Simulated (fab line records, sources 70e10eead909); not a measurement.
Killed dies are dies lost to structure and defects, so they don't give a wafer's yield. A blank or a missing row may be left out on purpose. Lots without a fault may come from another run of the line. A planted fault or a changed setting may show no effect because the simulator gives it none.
One fault seen from 2 desks | flow nand_harc | each desk has only its own numbers; what lay behind them comes last

THE TOOL OWNER'S DESK: litho_track-01
The tool's own readings at NHARC_A_M0_SOFTBAKE_04 (time 55 s): means of the sampled wafers that have a number, for each lot that ran on this tool. A lot is out of limits, marked OUT, if its mean lies more than 4 standard deviations from the usual mean; the brackets give that distance.
Columns: A = exhaust_pa at NHARC_A_M0_SOFTBAKE_04, usual 45.2 Pa; B = heater_power_total_W at NHARC_A_M0_SOFTBAKE_04, usual 188.46 W
lot  | first seen here | A    | B
L466 | day 24 01:00    | 45.0 | 188.48
L468 | day 25 12:00    | 46.2 | 188.61
L470 | day 26 16:00    | 45.1 | 183.92 (-35) OUT
L471 | day 26 22:00    | 44.9 | 183.73 (-36) OUT
L481 | day 29 22:00    | 45.1 | 188.47
L482 | day 31 02:00    | 45.3 | 188.50
L483 | day 31 16:00    | 45.1 | 188.51
L485 | day 31 23:00    | 45.6 | 188.34
This desk's finding: out of limits on L470, L471; first on L470, day 26 16:00 (heater_power_total_W at NHARC_A_M0_SOFTBAKE_04). In limits: L466, L468, L481, L482, L483, L485.

THE METROLOGY DESK
What the gauges read, lot by lot, whatever tool the lot ran on: means of the sampled wafers that have a number. A lot is out of limits, marked OUT, if its mean lies more than 4 standard deviations from the usual mean; the brackets give that distance.
Columns: A = cd_nm at NHARC_A_BLC_CD_MEAS_19, usual 99.3 nm; B = cd_nm at NHARC_A_M0_CD_MEAS_09, usual 80.0 nm
lot  | first seen here | A     | B
L464 | day 23 11:19    | 100.4 | 79.7
L466 | day 23 23:11    | 99.4  | 80.4
L467 | day 25 09:35    | 100.7 | 79.9
L468 | day 25 10:14    | 99.4  | 79.8
L469 | day 25 15:58    | 99.8  | 80.3
L470 | day 26 14:24    | 99.5  | 79.9
L471 | day 26 20:19    | 99.9  | 80.3
L476 | day 28 11:13    | 98.8  | 79.9
L481 | day 29 19:44    | 99.7  | 79.9
L479 | day 29 21:18    | 99.2  | 80.6
L480 | day 30 03:23    | 102.3 | 80.2
L482 | day 31 00:05    | 96.9  | 79.4
L483 | day 31 13:46    | 99.6  | 80.4
L485 | day 31 20:54    | 99.4  | 79.6
This desk's finding: nothing out of limits on any of the 14 lots.

PUT TOGETHER
The tool owner's desk could have raised an alarm at day 26 16:00, on L470, L471.
The metrology desk saw nothing out of limits.
The metrology desk has L470, L471 on record, within its limits.
Of the lots named, all ran NHARC_A_M0_SOFTBAKE_04 on litho_track-01.

WHAT THE SIMULATOR HAD PUT IN
Process parameter drift: litho_track-01, from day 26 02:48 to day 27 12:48, at NHARC_A_M0_SOFTBAKE_04. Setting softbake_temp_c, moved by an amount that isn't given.
Lots struck among those shown: L470, L471.
Hours from the fault's start to each desk's first reading out of limits: the tool owner's desk, 13.
